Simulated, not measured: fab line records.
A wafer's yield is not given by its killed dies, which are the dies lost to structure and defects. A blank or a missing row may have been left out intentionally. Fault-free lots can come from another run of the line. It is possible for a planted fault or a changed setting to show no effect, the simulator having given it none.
Comparing a struck lot with a sound one + flow n5 finfet + 15 steps out of a route of 1938
Sound: wafers L956.1, L956.3, L956.5. Struck: wafer L960.5. (L960.4 of the same lot was not struck and is left out.) The cause comes at the end.
For every step that has rows: the tool of each side, followed by ch and its chambers, followed by its first start. Under that, the readings that differ: sound wafers + struck wafers + difference of the means + sigmas: that difference in standard deviations of wafers without a fault.
alike: readings with means less than 2 such deviations apart, plus words and numbers identical on both sides. not compared: withheld readings, readings lacking a value on some wafer, bounds such as >300 that could conceal the same value, and numbers that have no deviation in the record and whose values overlap.
Wherever a step has rows on one side only, a row that says differs or no value, or a row with sigmas, the two part there. Numbers that don't overlap but have no deviation are shown without sigmas and don't part them. A reading that every wafer of one side lacks parts them only if that side has two wafers or more.

first, 1 step without rows for these wafers: N5_BEOL_M11_STRIP_77 (strips in N2/H2, time 10 s).
N5_BEOL_M11_OCD_MEAS_38:
  sound on ocd-02, day 13 21:29; struck on ocd-01, day 15 02:17
  alike: trench depth nm
then, 4 steps without rows for these wafers: N5_BEOL_M11_HM_STRIP_39 (strips TiN in peroxide tin strip, target depth 25 nm, time 158 s); N5_BEOL_M11_SRD_40 (time 30 s); N5_BEOL_M11_PRECLEAN_42 (cleans in residue remover, time 60 s); N5_BEOL_M11_SRD_43 (time 30 s).
N5_BEOL_M11_CD_MEAS_35 targets a cd of 70 nm.
  sound on cd sem-02, day 13 21:38; struck on cd sem-01, day 15 02:27
  alike: cd nm
then, 1 step without rows for these wafers: N5_BEOL_M11_CURE_72 (cures SiCOH lowk, time 120 s).
N5_BEOL_M11_DEGAS_44: time 60 s.
  sound on pvd sputter-02, day 13 22:11; struck on pvd sputter-03, day 15 02:49
  alike: heater power w
N5_BEOL_M11_PRE_CLEAN_45: time 30 s.
  sound on pvd sputter-02, day 13 22:13; struck on pvd sputter-03, day 15 02:52
  alike: heater power w
N5_BEOL_M11_ALD_74: deposits TaN, target thk 2 nm, pulse time 2 s, purge time 3 s.
  sound on ald metal-01 ch 2,3, day 13 22:18; struck on ald metal-01 ch 0, day 15 03:17
  alike: heater power w
N5_BEOL_M11_SURFACE_TREAT_76:
  sound on pvd sputter-02, day 13 22:36; struck on pvd sputter-01, day 15 03:31
  not compared: throttle valve pct
N5_BEOL_M11_CVD_75: deposits Co from CCTBA/H2, target thk 2 nm, time 138.9 s.
  sound on cvd co-01 ch 0,1,2, day 13 22:41; struck on cvd co-01 ch 0, day 15 03:40
| reading          | sound             | struck | difference | sigmas      |
|------------------|-------------------|--------|------------|-------------|
| run length s (s) | 161.3 161.7 161.7 | 117.0  | -44.6      | -99 or more |
N5_BEOL_M11_SPUTTER_48: material Cu, target thk 12 nm, time 2 s.
  sound on pvd sputter-02, day 13 22:48; struck on pvd sputter-01, day 15 03:47
  alike: throttle valve pct
N5_PASSIVATION_PROBE_49:
  sound on prober-02, day 15 21:25; struck on prober-02, day 16 18:05
| reading            | sound    | struck | difference | sigmas |
|--------------------|----------|--------|------------|--------|
| killed_at_M4_up    | 9 11 13  | 22     | +11        | +2     |
| killed at contacts | 14 14 24 | 3      | -14        | -2     |
  alike: defect limited yield, killed_at_M0_to_M3, killed at front end, killed at other, killed dies, killed on rim, killed open, killed short, sort_bin_4_leakage, sort_bin_5_function, sort_bin_6_memory, sort n pass, sort yield pct

== WHERE THEY PART ==
Earliest at N5_BEOL_M11_CVD_75; latest, in this record, at N5_PASSIVATION_PROBE_49.

WHY: whatever the simulator had introduced
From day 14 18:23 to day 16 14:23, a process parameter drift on cvd co-01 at N5_BEOL_M11_CVD_75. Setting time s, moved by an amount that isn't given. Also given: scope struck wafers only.
